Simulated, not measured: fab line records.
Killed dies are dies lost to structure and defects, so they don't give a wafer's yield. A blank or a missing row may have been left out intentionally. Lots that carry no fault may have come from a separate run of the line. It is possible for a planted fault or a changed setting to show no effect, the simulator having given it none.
Chamber matching + flow n5Finfet + 3 sister chambers for N5_BEOL_M0_SAQP_PECVD_04 on pecvd-02
The step deposits a-Si from SiH4/He, target thk 60 nm, time 60.2 s. 14 wafers are shown with their chamber, then 7 later ones without.

## EACH WAFER AND ITS CHAMBER
| wafer  | chamber | showerheadPlenumPTorr (Torr) | throttleValvePct (%) | heaterPowerW (W) |
|--------|---------|------------------------------|----------------------|------------------|
| L075.1 | 2       | 5.59                         | 17.5                 | 502              |
| L075.3 | 1       | 5.67                         | 18.8                 | 517              |
| L075.5 | 2       | 5.60                         | 17.5                 | 527              |
| L081.1 | 0       | 5.68                         | 18.5                 | 643              |
| L081.3 | 1       | 5.67                         | 18.5                 | 600              |
| L081.6 | 2       | 5.60                         | 17.9                 | 465              |
| L082.2 | 1       | 5.67                         | 19.1                 | 630              |
| L082.3 | 2       | 5.60                         | 17.7                 | 554              |
| L082.5 | 2       | 5.59                         | 18.2                 | 520              |
| L085.2 | 2       | 5.60                         | 17.9                 | 544              |
| L085.3 | 0       | 5.71                         | 18.3                 | 610              |
| L085.5 | 1       | 5.66                         | 18.8                 | 570              |
| L086.1 | 2       | 5.58                         | 18.0                 | 532              |
| L086.4 | 0       | 5.70                         | 18.8                 | 620              |

SIGNATURES (averages over the wafers above)
| reading               | chamber 0 | chamber 1 | chamber 2 | scatter within a chamber |
|-----------------------|-----------|-----------|-----------|--------------------------|
| showerheadPlenumPTorr | 5.6967    | 5.6675    | 5.5943    | 0.00911                  |
| throttleValvePct      | 18.533    | 18.800    | 17.814    | 0.255                    |
| heaterPowerW          | 624.33    | 579.25    | 520.57    | 34.1                     |
Rule: for a wafer and a chamber, the distance is found by dividing, reading by reading, the gap between the wafer's reading and the chamber's mean by the reading's scatter, squaring, summing and taking the root. The wafer belongs to the nearest chamber; if the next one is less than 2 further off, it can't be placed. How the scatter is found: for the shown wafers, subtract from each reading the mean of its chamber, square and add these, divide the total by (wafers less chambers), then take the root.

## WAFERS WHOSE CHAMBER IS MISSING
| wafer  | showerheadPlenumPTorr (Torr) | throttleValvePct (%) | heaterPowerW (W) |
|--------|------------------------------|----------------------|------------------|
| L086.6 | 5.67                         | 19.0                 | 564              |
| L087.1 | 5.66                         | 18.7                 | 561              |
| L087.4 | 5.72                         | 18.6                 | 665              |
| L087.5 | 5.60                         | 18.0                 | 561              |
| L091.1 | 5.68                         | 19.0                 | 558              |
| L091.3 | 5.58                         | 17.8                 | 554              |
| L091.5 | 5.59                         | 17.9                 | 542              |

## EACH ONE'S CHAMBER
| wafer  | from the rows above     | in truth |
|--------|-------------------------|----------|
| L086.6 | 1                       | 1        |
| L087.1 | 1                       | 1        |
| L087.4 | 0                       | 0        |
| L087.5 | 2                       | 2        |
| L091.1 | can't be placed: 1 or 0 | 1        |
| L091.3 | 2                       | 2        |
| L091.5 | 2                       | 2        |
Correct placement for 6 of the 7. From these rows, 1 cannot be placed; in 1 the true chamber is one of the candidates. Placed wrongly: 0.
